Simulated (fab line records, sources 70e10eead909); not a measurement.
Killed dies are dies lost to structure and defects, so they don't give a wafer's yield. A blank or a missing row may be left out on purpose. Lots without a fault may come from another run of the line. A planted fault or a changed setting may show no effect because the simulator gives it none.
Which tool did it? | flow nand_harc | 7 lots, 21 wafers sampled, at 3 steps of a route of 1159

WHAT THE GAUGES READ, wafer by wafer
NHARC_THIN_TSV_CD_MEAS_33: target cd 5000 nm.
lot  | measured     | on        | cd_nm (nm)
L600 | day 19 22:22 | cd_sem-01 | 5001.9 5000.1 4999.9
L603 | day 21 08:52 | cd_sem-03 | 5001.4 5001.4 4998.9
L611 | day 21 20:55 | cd_sem-02 | 4997.5 5000.4 4998.6
L615 | day 23 08:27 | cd_sem-01 | 4997.6 4996.3 4998.7
L614 | day 23 14:35 | cd_sem-03 | 4998.1 4997.5 4998.3
L620 | day 23 21:53 | cd_sem-02 | 5002.6 4999.2 4999.7
L619 | day 24 03:49 | cd_sem-02 | 4999.4 4998.9 5001.7

WHICH TOOL RAN EACH LOT (tool, then ch and the chambers of the sampled wafers, then the start)
lot  | NHARC_A_CONTACT_ETCH_132             | NHARC_THIN_TSV_DEGAS_53
L600 | har_cap_etch-02 ch 0,1, day 17 22:09 | pvd_sputter-03, day 19 21:20
L603 | har_cap_etch-02 ch 1, day 19 04:41   | pvd_sputter-03, day 21 07:43
L611 | har_cap_etch-01 ch 0,1, day 19 21:10 | pvd_sputter-02, day 21 19:49
L615 | har_cap_etch-03 ch 0,1, day 21 01:15 | pvd_sputter-02, day 23 07:20
L614 | har_cap_etch-01 ch 0,1, day 21 08:38 | pvd_sputter-02, day 23 13:24
L620 | har_cap_etch-01 ch 0,1, day 21 19:02 | pvd_sputter-02, day 23 20:52
L619 | har_cap_etch-02 ch 0,1, day 22 00:22 | pvd_sputter-02, day 24 02:40
- NHARC_A_CONTACT_ETCH_132: etches the open film in C4F8/O2/Ar, time 156 s, target depth 958 nm.
- NHARC_THIN_TSV_DEGAS_53: time 60 s.

THE ANSWER, worked out from the rows above alone
Rule: what is usual is taken from the lots themselves. Put in order of their means at a reading, lots are off if they are a third of the lots or fewer, leave a main group of 4 or more, and stand apart from it by a gap of 3 or more times the standard deviation of the main group's means; of several such gaps the widest counts. A main group whose means are all the same, to the digits that the tables above print for the reading, isn't used. A lot without any number at a reading at which 4 lots or more have one is off too. The other lots that the step has rows for count as sound.
No lot is off at any reading shown: from this, nothing can be told.

WHAT THE SIMULATOR HAD PUT IN
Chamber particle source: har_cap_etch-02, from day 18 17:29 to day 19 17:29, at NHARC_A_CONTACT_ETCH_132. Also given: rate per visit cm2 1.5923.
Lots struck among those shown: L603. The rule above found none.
